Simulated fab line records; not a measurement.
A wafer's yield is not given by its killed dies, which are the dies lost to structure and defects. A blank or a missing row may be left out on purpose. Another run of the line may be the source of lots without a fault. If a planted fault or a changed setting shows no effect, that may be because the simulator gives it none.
fab line records :: flow n5-finfet
record:
  lots: 12
  wafers: 36
  last-day: 17
route steps=1938 shown BEOL_M4@1098 BEOL_M5@1115 PASSIVATION@1936
lots that met no fault: taken from a fault-free run of the same line
start-h: hours from the record's opening day to when the first of the lot's shown wafers began :: wait-h: how many hours have passed since the lot's step before this one :: " as in the row above :: L1.1+2: a single row standing in for several wafers :: - no value present, or no start provided :: * or withheld: withheld :: < > ~ a bound
route shown NAME@n: a module of which the file shows steps, and the number in the route of the first :: usual: mean/standard deviation of fault-free wafers :: same: alike in all rows :: chamber/n: place in a boat :: sites: the reading at each site :: _std_site: standard deviation of those values :: _edge_site: mean of outer sites minus mean of inner sites :: radius-mm: how far each site lies from the wafer's centre :: mask NAME#n: copy n :: behind: the tool/chamber that last shaped the wafer :: hold: why the lot went on hold/how many hours it stayed there/how the hold came to an end :: device: which transistor (n, p or np) failed to switch :: end of line: the route-end tests of the same wafers :: for a step that has no rows: nothing shown but its recipe :: killed: not the wafer's yield, but the dies lost to structure and defects at the first sort :: map: per-die view of a wafer (x killed, . not killed, _ where there is no die)
set.NAME: the setting that was run; set.NAME@STEP: the one run at that earlier step :: model.NAME: the simulator's own value behind a step, which no gauge read
the route's steps for a sample of lots (tables are steps, rows are wafers)
services: from which hour (start-h, from the record's first day; less than 0 if before it) a tool's chamber was out of use, for how many hours, and why
== steps ==
step: N5_BEOL_M4_SPUTTER_94
recipe:
  material: Cu
  target-thk-a: 45
  temp-c: -20
  chamber-pressure-pa: 0.07
  power-w: withheld
  time-s: 8.29
usual:
  substrate-temp-c: -20.02/0.11
  throttle-valve-pct: 29.8/1.2
lot.wafer: L501.3
tool: pvd-sputter-01
chamber: -
start-h: 178.33
wait-h: 0.1
substrate-temp-c: -19.96
throttle-valve-pct: 30.6

lot.wafer: L501.4
tool: pvd-sputter-01
chamber: -
start-h: 178.33
wait-h: 0.1
substrate-temp-c: -20.06
throttle-valve-pct: 31.1

lot.wafer: L501.6
tool: pvd-sputter-01
chamber: -
start-h: 178.33
wait-h: 0.1
substrate-temp-c: -20.15
throttle-valve-pct: 30.8

lot.wafer: L502.2
tool: pvd-sputter-01
chamber: -
start-h: 181.17
wait-h: 0.1
substrate-temp-c: -19.86
throttle-valve-pct: 30.8

lot.wafer: L502.5
tool: pvd-sputter-01
chamber: -
start-h: 181.17
wait-h: 0.1
substrate-temp-c: -20.06
throttle-valve-pct: 30.9

lot.wafer: L502.6
tool: pvd-sputter-01
chamber: -
start-h: 181.17
wait-h: 0.1
substrate-temp-c: -19.87
throttle-valve-pct: 29.0

lot.wafer: L505.1
tool: pvd-sputter-01
chamber: -
start-h: 194.88
wait-h: 0.1
substrate-temp-c: -19.93
throttle-valve-pct: 29.4

lot.wafer: L505.2
tool: pvd-sputter-01
chamber: -
start-h: 194.88
wait-h: 0.1
substrate-temp-c: -20.03
throttle-valve-pct: 29.1

lot.wafer: L505.4
tool: pvd-sputter-01
chamber: -
start-h: 194.88
wait-h: 0.1
substrate-temp-c: -20.05
throttle-valve-pct: 30.5

lot.wafer: L511.2
tool: pvd-sputter-02
chamber: -
start-h: 232.12
wait-h: 0.1
substrate-temp-c: -19.98
throttle-valve-pct: 28.6

lot.wafer: L511.3
tool: pvd-sputter-02
chamber: -
start-h: 232.12
wait-h: 0.1
substrate-temp-c: -19.97
throttle-valve-pct: 26.9

lot.wafer: L511.5
tool: pvd-sputter-02
chamber: -
start-h: 232.12
wait-h: 0.1
substrate-temp-c: -19.86
throttle-valve-pct: 29.9

lot.wafer: L514.1
tool: pvd-sputter-03
chamber: -
start-h: 256.01
wait-h: 0.1
substrate-temp-c: -20.06
throttle-valve-pct: 32.1

lot.wafer: L514.5
tool: pvd-sputter-03
chamber: -
start-h: 256.01
wait-h: 0.1
substrate-temp-c: -20.17
throttle-valve-pct: 30.4

lot.wafer: L514.6
tool: pvd-sputter-03
chamber: -
start-h: 256.01
wait-h: 0.1
substrate-temp-c: -20.12
throttle-valve-pct: 32.0

lot.wafer: L516.1
tool: pvd-sputter-02
chamber: -
start-h: 272.33
wait-h: 0.1
substrate-temp-c: -20.16
throttle-valve-pct: 30.3

lot.wafer: L516.2
tool: pvd-sputter-02
chamber: -
start-h: 272.33
wait-h: 0.1
substrate-temp-c: -19.85
throttle-valve-pct: 28.9

lot.wafer: L516.6
tool: pvd-sputter-02
chamber: -
start-h: 272.33
wait-h: 0.1
substrate-temp-c: -20.05
throttle-valve-pct: 30.3

lot.wafer: L517.1
tool: pvd-sputter-03
chamber: -
start-h: 275.60
wait-h: 0.1
substrate-temp-c: -19.89
throttle-valve-pct: 30.3

lot.wafer: L517.3
tool: pvd-sputter-03
chamber: -
start-h: 275.60
wait-h: 0.1
substrate-temp-c: -19.98
throttle-valve-pct: 31.7

lot.wafer: L517.4
tool: pvd-sputter-03
chamber: -
start-h: 275.60
wait-h: 0.1
substrate-temp-c: -20.19
throttle-valve-pct: 30.0

lot.wafer: L518.2
tool: pvd-sputter-02
chamber: -
start-h: 279.17
wait-h: 0.1
substrate-temp-c: -19.83
throttle-valve-pct: 28.4

lot.wafer: L518.4
tool: pvd-sputter-02
chamber: -
start-h: 279.17
wait-h: 0.1
substrate-temp-c: -19.90
throttle-valve-pct: 26.5

lot.wafer: L518.5
tool: pvd-sputter-02
chamber: -
start-h: 279.17
wait-h: 0.1
substrate-temp-c: -20.09
throttle-valve-pct: 30.2

lot.wafer: L519.1
tool: pvd-sputter-01
chamber: -
start-h: 281.93
wait-h: 0.1
substrate-temp-c: -19.98
throttle-valve-pct: 29.2

lot.wafer: L519.2
tool: pvd-sputter-01
chamber: -
start-h: 281.93
wait-h: 0.1
substrate-temp-c: -20.20
throttle-valve-pct: 29.2

lot.wafer: L519.3
tool: pvd-sputter-01
chamber: -
start-h: 281.93
wait-h: 0.1
substrate-temp-c: -20.13
throttle-valve-pct: 30.7

lot.wafer: L520.2
tool: pvd-sputter-01
chamber: -
start-h: 287.47
wait-h: 0.1
substrate-temp-c: -19.98
throttle-valve-pct: 30.8

lot.wafer: L520.3
tool: pvd-sputter-01
chamber: -
start-h: 287.47
wait-h: 0.1
substrate-temp-c: -19.91
throttle-valve-pct: 29.6

lot.wafer: L520.5
tool: pvd-sputter-01
chamber: -
start-h: 287.47
wait-h: 0.1
substrate-temp-c: -20.22
throttle-valve-pct: 29.4

lot.wafer: L521.2
tool: pvd-sputter-01
chamber: -
start-h: 299.14
wait-h: 0.1
substrate-temp-c: -19.93
throttle-valve-pct: 30.7

lot.wafer: L521.4
tool: pvd-sputter-01
chamber: -
start-h: 299.14
wait-h: 0.1
substrate-temp-c: -20.00
throttle-valve-pct: 29.4

lot.wafer: L521.5
tool: pvd-sputter-01
chamber: -
start-h: 299.14
wait-h: 0.1
substrate-temp-c: -19.99
throttle-valve-pct: 29.4

lot.wafer: L522.1
tool: pvd-sputter-02
chamber: -
start-h: 302.43
wait-h: 0.1
substrate-temp-c: -19.93
throttle-valve-pct: 29.9

lot.wafer: L522.3
tool: pvd-sputter-02
chamber: -
start-h: 302.43
wait-h: 0.1
substrate-temp-c: -20.12
throttle-valve-pct: 28.5

lot.wafer: L522.5
tool: pvd-sputter-02
chamber: -
start-h: 302.43
wait-h: 0.1
substrate-temp-c: -20.19
throttle-valve-pct: 28.9
step: N5_BEOL_M4_ANNEAL_51
recipe:
  temp-c: 225
  time-s: 90
  ambient: N2
usual:
  wafer_temp_C_max: 226.1/0.47
lot.wafer: L501.3
tool: rtp-anneal-01
chamber: 0
start-h: 178.87
wait-h: 0.2
wafer_temp_C_max: 226.1

lot.wafer: L501.4
tool: rtp-anneal-01
chamber: 0
start-h: 178.87
wait-h: 0.2
wafer_temp_C_max: 226.4

lot.wafer: L501.6
tool: rtp-anneal-01
chamber: 0
start-h: 178.87
wait-h: 0.2
wafer_temp_C_max: 226.3

lot.wafer: L502.2
tool: rtp-anneal-02
chamber: 0
start-h: 181.63
wait-h: 0.1
wafer_temp_C_max: 226.1

lot.wafer: L502.5
tool: rtp-anneal-02
chamber: 0
start-h: 181.63
wait-h: 0.1
wafer_temp_C_max: 225.8

lot.wafer: L502.6
tool: rtp-anneal-02
chamber: 0
start-h: 181.63
wait-h: 0.1
wafer_temp_C_max: 225.7

lot.wafer: L505.1
tool: rtp-anneal-01
chamber: 0
start-h: 195.52
wait-h: 0.3
wafer_temp_C_max: 226.3

lot.wafer: L505.2
tool: rtp-anneal-01
chamber: 0
start-h: 195.52
wait-h: 0.3
wafer_temp_C_max: 226.1

lot.wafer: L505.4
tool: rtp-anneal-01
chamber: 0
start-h: 195.52
wait-h: 0.3
wafer_temp_C_max: 226.5

lot.wafer: L511.2
tool: rtp-anneal-02
chamber: 0
start-h: 232.61
wait-h: 0.1
wafer_temp_C_max: 225.7

lot.wafer: L511.3
tool: rtp-anneal-02
chamber: 0
start-h: 232.61
wait-h: 0.1
wafer_temp_C_max: 225.4

lot.wafer: L511.5
tool: rtp-anneal-02
chamber: 0
start-h: 232.61
wait-h: 0.1
wafer_temp_C_max: 225.6

lot.wafer: L514.1
tool: rtp-anneal-02
chamber: 0
start-h: 256.43
wait-h: 0.1
wafer_temp_C_max: 225.7

lot.wafer: L514.5
tool: rtp-anneal-02
chamber: 0
start-h: 256.43
wait-h: 0.1
wafer_temp_C_max: 226.0

lot.wafer: L514.6
tool: rtp-anneal-02
chamber: 0
start-h: 256.43
wait-h: 0.1
wafer_temp_C_max: 225.8

lot.wafer: L516.1
tool: rtp-anneal-01
chamber: 0
start-h: 272.89
wait-h: 0.2
wafer_temp_C_max: 226.5

lot.wafer: L516.2
tool: rtp-anneal-01
chamber: 0
start-h: 272.89
wait-h: 0.2
wafer_temp_C_max: 226.7

lot.wafer: L516.6
tool: rtp-anneal-01
chamber: 0
start-h: 272.89
wait-h: 0.2
wafer_temp_C_max: 226.4

lot.wafer: L517.1
tool: rtp-anneal-01
chamber: 0
start-h: 276.13
wait-h: 0.1
wafer_temp_C_max: 226.9

lot.wafer: L517.3
tool: rtp-anneal-01
chamber: 0
start-h: 276.13
wait-h: 0.1
wafer_temp_C_max: 226.6

lot.wafer: L517.4
tool: rtp-anneal-01
chamber: 0
start-h: 276.13
wait-h: 0.1
wafer_temp_C_max: 226.7

lot.wafer: L518.2
tool: rtp-anneal-02
chamber: 0
start-h: 279.74
wait-h: 0.2
wafer_temp_C_max: 226.1

lot.wafer: L518.4
tool: rtp-anneal-02
chamber: 0
start-h: 279.74
wait-h: 0.2
wafer_temp_C_max: 225.8

lot.wafer: L518.5
tool: rtp-anneal-02
chamber: 0
start-h: 279.74
wait-h: 0.2
wafer_temp_C_max: 225.7

lot.wafer: L519.1
tool: rtp-anneal-02
chamber: 0
start-h: 282.46
wait-h: 0.2
wafer_temp_C_max: 225.7

lot.wafer: L519.2
tool: rtp-anneal-02
chamber: 0
start-h: 282.46
wait-h: 0.2
wafer_temp_C_max: 225.7

lot.wafer: L519.3
tool: rtp-anneal-02
chamber: 0
start-h: 282.46
wait-h: 0.2
wafer_temp_C_max: 225.8

lot.wafer: L520.2
tool: rtp-anneal-01
chamber: 0
start-h: 287.93
wait-h: 0.1
wafer_temp_C_max: 226.1

lot.wafer: L520.3
tool: rtp-anneal-01
chamber: 0
start-h: 287.93
wait-h: 0.1
wafer_temp_C_max: 226.2

lot.wafer: L520.5
tool: rtp-anneal-01
chamber: 0
start-h: 287.93
wait-h: 0.1
wafer_temp_C_max: 226.5

lot.wafer: L521.2
tool: rtp-anneal-02
chamber: 0
start-h: 299.60
wait-h: 0.1
wafer_temp_C_max: 225.4

lot.wafer: L521.4
tool: rtp-anneal-02
chamber: 0
start-h: 299.60
wait-h: 0.1
wafer_temp_C_max: 225.8

lot.wafer: L521.5
tool: rtp-anneal-02
chamber: 0
start-h: 299.60
wait-h: 0.1
wafer_temp_C_max: 225.6

lot.wafer: L522.1
tool: rtp-anneal-02
chamber: 0
start-h: 302.85
wait-h: 0.1
wafer_temp_C_max: 225.9

lot.wafer: L522.3
tool: rtp-anneal-02
chamber: 0
start-h: 302.85
wait-h: 0.1
wafer_temp_C_max: 225.8

lot.wafer: L522.5
tool: rtp-anneal-02
chamber: 0
start-h: 302.85
wait-h: 0.1
wafer_temp_C_max: 225.6
step: N5_BEOL_M5_PECVD_70
recipe:
  material: SiO2
  target-thk-a: 160
  temp-c: 400
  precursor: TEOS/O2
  pressure-torr: 5.5
  rf-w: 450
  teos-flow-sccm: 53.8
  gas: O2
  flow-sccm: 3000
  time-s: 18
usual:
  heater-power-w: 731/110
  showerhead-plenum-p-Torr: 8.751/0.029
  throttle-valve-pct: 22.3/1.1
lot.wafer: L501.3
tool: pecvd-03
chamber: 2
start-h: 181.26
wait-h: 0.0
heater-power-w: 556
showerhead-plenum-p-Torr: 8.783
throttle-valve-pct: 22.4

lot.wafer: L501.4
tool: pecvd-03
chamber: 0
start-h: 181.26
wait-h: 0.0
heater-power-w: 734
showerhead-plenum-p-Torr: 8.796
throttle-valve-pct: 21.8

lot.wafer: L501.6
tool: pecvd-03
chamber: 1
start-h: 181.26
wait-h: 0.0
heater-power-w: 774
showerhead-plenum-p-Torr: 8.715
throttle-valve-pct: 20.5

lot.wafer: L502.2
tool: pecvd-02
chamber: 0
start-h: 184.06
wait-h: 0.0
heater-power-w: 747
showerhead-plenum-p-Torr: 8.716
throttle-valve-pct: 22.1

lot.wafer: L502.5
tool: pecvd-02
chamber: 0
start-h: 184.06
wait-h: 0.0
heater-power-w: 731
showerhead-plenum-p-Torr: 8.743
throttle-valve-pct: 22.2

lot.wafer: L502.6
tool: pecvd-02
chamber: 2
start-h: 184.06
wait-h: 0.0
heater-power-w: 679
showerhead-plenum-p-Torr: 8.740
throttle-valve-pct: 20.8

lot.wafer: L505.1
tool: pecvd-04
chamber: 2
start-h: 198.24
wait-h: 0.0
heater-power-w: 938
showerhead-plenum-p-Torr: 8.776
throttle-valve-pct: 21.5

lot.wafer: L505.2
tool: pecvd-04
chamber: 0
start-h: 198.24
wait-h: 0.0
heater-power-w: 735
showerhead-plenum-p-Torr: 8.719
throttle-valve-pct: 23.7

lot.wafer: L505.4
tool: pecvd-04
chamber: 0
start-h: 198.24
wait-h: 0.0
heater-power-w: 768
showerhead-plenum-p-Torr: 8.727
throttle-valve-pct: 23.5

lot.wafer: L511.2
tool: pecvd-02
chamber: 1
start-h: 235.15
wait-h: 0.0
heater-power-w: 671
showerhead-plenum-p-Torr: 8.795
throttle-valve-pct: 23.3

lot.wafer: L511.3
tool: pecvd-02
chamber: 2
start-h: 235.15
wait-h: 0.0
heater-power-w: 624
showerhead-plenum-p-Torr: 8.722
throttle-valve-pct: 20.7

lot.wafer: L511.5
tool: pecvd-02
chamber: 2
start-h: 235.15
wait-h: 0.0
heater-power-w: 622
showerhead-plenum-p-Torr: 8.736
throttle-valve-pct: 20.4

lot.wafer: L514.1
tool: pecvd-03
chamber: 1
start-h: 258.91
wait-h: 0.0
heater-power-w: 875
showerhead-plenum-p-Torr: 8.740
throttle-valve-pct: 20.6

lot.wafer: L514.5
tool: pecvd-03
chamber: 0
start-h: 258.91
wait-h: 0.0
heater-power-w: 720
showerhead-plenum-p-Torr: 8.789
throttle-valve-pct: 21.9

lot.wafer: L514.6
tool: pecvd-03
chamber: 1
start-h: 258.91
wait-h: 0.0
heater-power-w: 854
showerhead-plenum-p-Torr: 8.710
throttle-valve-pct: 20.1

lot.wafer: L516.1
tool: pecvd-02
chamber: 2
start-h: 275.61
wait-h: 0.0
heater-power-w: 552
showerhead-plenum-p-Torr: 8.734
throttle-valve-pct: 20.7

lot.wafer: L516.2
tool: pecvd-02
chamber: 1
start-h: 275.61
wait-h: 0.0
heater-power-w: 618
showerhead-plenum-p-Torr: 8.782
throttle-valve-pct: 23.7

lot.wafer: L516.6
tool: pecvd-02
chamber: 0
start-h: 275.61
wait-h: 0.0
heater-power-w: 763
showerhead-plenum-p-Torr: 8.739
throttle-valve-pct: 22.5

lot.wafer: L517.1
tool: pecvd-03
chamber: 0
start-h: 278.61
wait-h: 0.0
heater-power-w: 738
showerhead-plenum-p-Torr: 8.775
throttle-valve-pct: 21.8

lot.wafer: L517.3
tool: pecvd-03
chamber: 2
start-h: 278.61
wait-h: 0.0
heater-power-w: 526
showerhead-plenum-p-Torr: 8.763
throttle-valve-pct: 22.6

lot.wafer: L517.4
tool: pecvd-03
chamber: 1
start-h: 278.61
wait-h: 0.0
heater-power-w: 841
showerhead-plenum-p-Torr: 8.724
throttle-valve-pct: 20.6

lot.wafer: L518.2
tool: pecvd-04
chamber: 0
start-h: 282.90
wait-h: 0.0
heater-power-w: 694
showerhead-plenum-p-Torr: 8.696
throttle-valve-pct: 23.9

lot.wafer: L518.4
tool: pecvd-04
chamber: 1
start-h: 282.90
wait-h: 0.0
heater-power-w: 962
showerhead-plenum-p-Torr: 8.735
throttle-valve-pct: 23.5

lot.wafer: L518.5
tool: pecvd-04
chamber: 0
start-h: 282.90
wait-h: 0.0
heater-power-w: 716
showerhead-plenum-p-Torr: 8.693
throttle-valve-pct: 23.5

lot.wafer: L519.1
tool: pecvd-02
chamber: 2
start-h: 285.41
wait-h: 0.0
heater-power-w: 626
showerhead-plenum-p-Torr: 8.723
throttle-valve-pct: 20.8

lot.wafer: L519.2
tool: pecvd-02
chamber: 0
start-h: 285.41
wait-h: 0.0
heater-power-w: 771
showerhead-plenum-p-Torr: 8.751
throttle-valve-pct: 22.3

lot.wafer: L519.3
tool: pecvd-02
chamber: 1
start-h: 285.41
wait-h: 0.0
heater-power-w: 716
showerhead-plenum-p-Torr: 8.784
throttle-valve-pct: 23.5

lot.wafer: L520.2
tool: pecvd-04
chamber: 0
start-h: 290.42
wait-h: 0.0
heater-power-w: 717
showerhead-plenum-p-Torr: 8.713
throttle-valve-pct: 23.2

lot.wafer: L520.3
tool: pecvd-04
chamber: 2
start-h: 290.42
wait-h: 0.0
heater-power-w: 942
showerhead-plenum-p-Torr: 8.802
throttle-valve-pct: 21.8

lot.wafer: L520.5
tool: pecvd-04
chamber: 1
start-h: 290.42
wait-h: 0.0
heater-power-w: 949
showerhead-plenum-p-Torr: 8.750
throttle-valve-pct: 23.4

lot.wafer: L521.2
tool: pecvd-04
chamber: 0
start-h: 302.03
wait-h: 0.0
heater-power-w: 748
showerhead-plenum-p-Torr: 8.714
throttle-valve-pct: 23.6

lot.wafer: L521.4
tool: pecvd-04
chamber: 0
start-h: 302.03
wait-h: 0.0
heater-power-w: 749
showerhead-plenum-p-Torr: 8.729
throttle-valve-pct: 23.4

lot.wafer: L521.5
tool: pecvd-04
chamber: 2
start-h: 302.03
wait-h: 0.0
heater-power-w: 801
showerhead-plenum-p-Torr: 8.781
throttle-valve-pct: 21.9

lot.wafer: L522.1
tool: pecvd-04
chamber: 0
start-h: 305.34
wait-h: 0.0
heater-power-w: 722
showerhead-plenum-p-Torr: 8.709
throttle-valve-pct: 23.4

lot.wafer: L522.3
tool: pecvd-04
chamber: 1
start-h: 305.34
wait-h: 0.0
heater-power-w: 904
showerhead-plenum-p-Torr: 8.749
throttle-valve-pct: 23.3

lot.wafer: L522.5
tool: pecvd-04
chamber: 0
start-h: 305.34
wait-h: 0.0
heater-power-w: 731
showerhead-plenum-p-Torr: 8.698
throttle-valve-pct: 23.4
step: N5_BEOL_M5_COAT_59
recipe:
  resist: SOC
  temp-c: 250
  time-s: 60
  spin-rpm: 1500
  resist-thk-nm: 60
usual:
  spin-speed-rpm: 1500.3/1
lot.wafer: L501.3
tool: litho-track-01
chamber: 0
start-h: 182.43
wait-h: 0.1
spin-speed-rpm: 1608.6

lot.wafer: L501.4
tool: litho-track-01
chamber: 0
start-h: 182.43
wait-h: 0.1
spin-speed-rpm: 1608.5

lot.wafer: L501.6
tool: litho-track-01
chamber: 0
start-h: 182.43
wait-h: 0.1
spin-speed-rpm: 1610.1

lot.wafer: L502.2
tool: litho-track-01
chamber: 0
start-h: 185.04
wait-h: 0.1
spin-speed-rpm: 1610.2

lot.wafer: L502.5
tool: litho-track-01
chamber: 0
start-h: 185.04
wait-h: 0.1
spin-speed-rpm: 1609.7

lot.wafer: L502.6
tool: litho-track-01
chamber: 0
start-h: 185.04
wait-h: 0.1
spin-speed-rpm: 1609.5

lot.wafer: L505.1
tool: litho-track-02
chamber: 0
start-h: 198.64
wait-h: 0.1
spin-speed-rpm: 1500.6

lot.wafer: L505.2
tool: litho-track-02
chamber: 0
start-h: 198.64
wait-h: 0.1
spin-speed-rpm: 1500.4

lot.wafer: L505.4
tool: litho-track-02
chamber: 0
start-h: 198.64
wait-h: 0.1
spin-speed-rpm: 1499.8

lot.wafer: L511.2
tool: litho-track-02
chamber: 0
start-h: 236.26
wait-h: 0.1
spin-speed-rpm: 1500.1

lot.wafer: L511.3
tool: litho-track-02
chamber: 0
start-h: 236.26
wait-h: 0.1
spin-speed-rpm: 1499.0

lot.wafer: L511.5
tool: litho-track-02
chamber: 0
start-h: 236.26
wait-h: 0.1
spin-speed-rpm: 1498.6

lot.wafer: L514.1
tool: litho-track-02
chamber: 0
start-h: 260.38
wait-h: 0.1
spin-speed-rpm: 1500.5

lot.wafer: L514.5
tool: litho-track-02
chamber: 0
start-h: 260.38
wait-h: 0.1
spin-speed-rpm: 1501.7

lot.wafer: L514.6
tool: litho-track-02
chamber: 0
start-h: 260.38
wait-h: 0.1
spin-speed-rpm: 1500.7

lot.wafer: L516.1
tool: litho-track-01
chamber: 0
start-h: 276.33
wait-h: 0.1
spin-speed-rpm: 1501.8

lot.wafer: L516.2
tool: litho-track-01
chamber: 0
start-h: 276.33
wait-h: 0.1
spin-speed-rpm: 1502.3

lot.wafer: L516.6
tool: litho-track-01
chamber: 0
start-h: 276.33
wait-h: 0.1
spin-speed-rpm: 1500.0

lot.wafer: L517.1
tool: litho-track-05
chamber: 0
start-h: 279.59
wait-h: 0.1
spin-speed-rpm: 1500.0

lot.wafer: L517.3
tool: litho-track-05
chamber: 0
start-h: 279.59
wait-h: 0.1
spin-speed-rpm: 1499.6

lot.wafer: L517.4
tool: litho-track-05
chamber: 0
start-h: 279.59
wait-h: 0.1
spin-speed-rpm: 1498.7

lot.wafer: L518.2
tool: litho-track-05
chamber: 0
start-h: 283.58
wait-h: 0.1
spin-speed-rpm: 1499.5

lot.wafer: L518.4
tool: litho-track-05
chamber: 0
start-h: 283.58
wait-h: 0.1
spin-speed-rpm: 1500.0

lot.wafer: L518.5
tool: litho-track-05
chamber: 0
start-h: 283.58
wait-h: 0.1
spin-speed-rpm: 1498.5

lot.wafer: L519.1
tool: litho-track-05
chamber: 0
start-h: 288.28
wait-h: 0.1
spin-speed-rpm: 1500.0

lot.wafer: L519.2
tool: litho-track-05
chamber: 0
start-h: 288.28
wait-h: 0.1
spin-speed-rpm: 1500.4

lot.wafer: L519.3
tool: litho-track-05
chamber: 0
start-h: 288.28
wait-h: 0.1
spin-speed-rpm: 1498.6

lot.wafer: L520.2
tool: litho-track-01
chamber: 0
start-h: 292.16
wait-h: 0.1
spin-speed-rpm: 1500.5

lot.wafer: L520.3
tool: litho-track-01
chamber: 0
start-h: 292.16
wait-h: 0.1
spin-speed-rpm: 1500.7

lot.wafer: L520.5
tool: litho-track-01
chamber: 0
start-h: 292.16
wait-h: 0.1
spin-speed-rpm: 1500.8

lot.wafer: L521.2
tool: litho-track-01
chamber: 0
start-h: 303.90
wait-h: 0.1
spin-speed-rpm: 1501.5

lot.wafer: L521.4
tool: litho-track-01
chamber: 0
start-h: 303.90
wait-h: 0.1
spin-speed-rpm: 1500.7

lot.wafer: L521.5
tool: litho-track-01
chamber: 0
start-h: 303.90
wait-h: 0.1
spin-speed-rpm: 1501.8

lot.wafer: L522.1
tool: litho-track-01
chamber: 0
start-h: 305.54
wait-h: 0.1
spin-speed-rpm: 1499.4

lot.wafer: L522.3
tool: litho-track-01
chamber: 0
start-h: 305.54
wait-h: 0.1
spin-speed-rpm: 1500.9

lot.wafer: L522.5
tool: litho-track-01
chamber: 0
start-h: 305.54
wait-h: 0.1
spin-speed-rpm: 1500.0
step: N5_PASSIVATION_PROBE_49
usual:
  defect-limited-yield: 90.9/1.5
  killed_at_M0_to_M3: 36/9.9
  killed_at_M4_up: 13/4.5
  killed-at-contacts: 13/6.4
  killed-at-front-end: 42/12
  killed-at-other: 3.4/3
  killed-dies: 107/18
  killed-on-rim: 14/4.3
  killed-open: 69/13
  killed-short: 35/8.2
  sort_bin_5_function: 5.3/1.1
  sort_bin_6_memory: 3.4/0.69
  sort-n-pass: 1073/18
  sort-yield-pct: 90.9/1.5
same:
  gross-dies: 1180
  killed-at-back-side: 0
  sort_bin_4_leakage[%]: 0
  sort_bin_8_speed[%]: 0
lot.wafer: L502.6
tool: prober-01
chamber: -
start-h: 285.08
wait-h: 0.3
defect-limited-yield[%]: 90.1
killed_at_M0_to_M3: 28
killed_at_M4_up: 18
killed-at-contacts: 10
killed-at-front-end: 58
killed-at-other: 3
killed-dies: 117
killed-on-rim: 21
killed-open: 66
killed-short: 37
sort_bin_5_function[%]: 5.3
sort_bin_6_memory[%]: 3.1
sort-n-pass: 1063
sort-yield-pct[%]: 90.1

lot.wafer: L514.1
tool: prober-02
chamber: -
start-h: 355.98
wait-h: 0.0
defect-limited-yield[%]: 90.6
killed_at_M0_to_M3: 33
killed_at_M4_up: 11
killed-at-contacts: 17
killed-at-front-end: 45
killed-at-other: 5
killed-dies: 111
killed-on-rim: 18
killed-open: 73
killed-short: 31
sort_bin_5_function[%]: 5.3
sort_bin_6_memory[%]: 3.5
sort-n-pass: 1069
sort-yield-pct[%]: 90.6

lot.wafer: L514.6
tool: prober-02
chamber: -
start-h: 356.23
wait-h: 0.3
defect-limited-yield[%]: 91.8
killed_at_M0_to_M3: 34
killed_at_M4_up: 12
killed-at-contacts: 14
killed-at-front-end: 36
killed-at-other: 1
killed-dies: 97
killed-on-rim: 6
killed-open: 70
killed-short: 25
sort_bin_5_function[%]: 5.3
sort_bin_6_memory[%]: 2.5
sort-n-pass: 1083
sort-yield-pct[%]: 91.8
killed by level:class
L502.6 STI_FIN_REVEAL:geometric-particle:open=13 HKMG_FIN:area-etch=11 DUMMY_GATE:geometric-particle:open=10 FIN_SAQP:geometric-particle:short=9 BEOL_M4:geometric-particle:open=9 MOL_CONTACT_COAG:geometric-particle:open=8 BEOL_M0_SAQP:geometric-particle:open=6 BEOL_M0_SAQP:geometric-particle:short=6
L514.1 MOL_CONTACT_COAG:geometric-particle:open=15 STI_FIN_REVEAL:geometric-particle:open=10 FIN_SAQP:geometric-particle:open=9 FIN_SAQP:geometric-particle:short=7 BEOL_M0_SAQP:geometric-particle:short=7 BEOL_M2:geometric-particle:open=7 BEOL_M0_SAQP:geometric-particle:open=6 BEOL_M1:geometric-particle:open=5
L514.6 MOL_CONTACT_COAG:geometric-particle:open=13 FIN_SAQP:geometric-particle:open=11 STI_FIN_REVEAL:geometric-particle:open=7 BEOL_M1:geometric-particle:open=7 BEOL_M0_SAQP:geometric-particle:open=6 BEOL_M2:geometric-particle:open=5 BEOL_M0_SAQP:geometric-particle:short=4 BEOL_M3:geometric-particle:open=4
== services ==
tool: pecvd-04
chamber: 2
start-h: 169.33
hours: 2.1
kind: scheduled-down

tool: pecvd-03
chamber: 2
start-h: 171.08
hours: 2.1
kind: scheduled-down

tool: litho-track-05
chamber: -
start-h: 173.30
hours: -
kind: consumable-replace:filter

tool: pecvd-02
chamber: 0
start-h: 192.85
hours: 6.5
kind: repair

tool: litho-track-01
chamber: -
start-h: 207.81
hours: -
kind: consumable-replace:filter

tool: pecvd-04
chamber: -
start-h: 218.53
hours: 6.0
kind: pm

tool: pecvd-03
chamber: 2
start-h: 228.10
hours: 7.4
kind: repair

tool: pecvd-02
chamber: 0
start-h: 238.79
hours: 12.3
kind: repair

tool: pecvd-04
chamber: 0
start-h: 259.29
hours: 2.1
kind: scheduled-down

tool: pecvd-04
chamber: 0
start-h: 272.73
hours: 8.0
kind: repair

tool: pecvd-04
chamber: -
start-h: 286.91
hours: 2.5
kind: repair

tool: litho-track-01
chamber: -
start-h: 299.16
hours: -
kind: consumable-replace:filter

tool: pecvd-04
chamber: 2
start-h: 305.03
hours: 5.5
kind: scheduled-down

tool: pecvd-03
chamber: -
start-h: 305.30
hours: 1.0
kind: repair
== key ==
first-sign:
  step: N5_BEOL_M5_COAT_59
  reading: spin-speed-rpm
  direction: up
  sigmas: 99+
  usual: *
  struck: *
effect none on later readings
met-at N5_BEOL_M5_COAT_59
struck-lots L501,L502
baseline-loss:
  step: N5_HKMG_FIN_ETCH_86
  wafers: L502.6
not-acting-at N5_BEOL_M4_SPUTTER_94,N5_BEOL_M4_ANNEAL_51,N5_BEOL_M5_PECVD_70
fault:
  kind: process-parameter-drift
  tool: litho-track-01
  chamber: -
  onset-h: 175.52
  steps: N5_BEOL_M5_COAT_59
  channel: spin-rpm
  offset: *
  shape: step
  end-h: 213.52
  acts-in: *
  stated: *
baseline-loss: these wafers lose ten dies or more at that step, a loss of the line's own and not of a fault; the sort's usual values leave them out
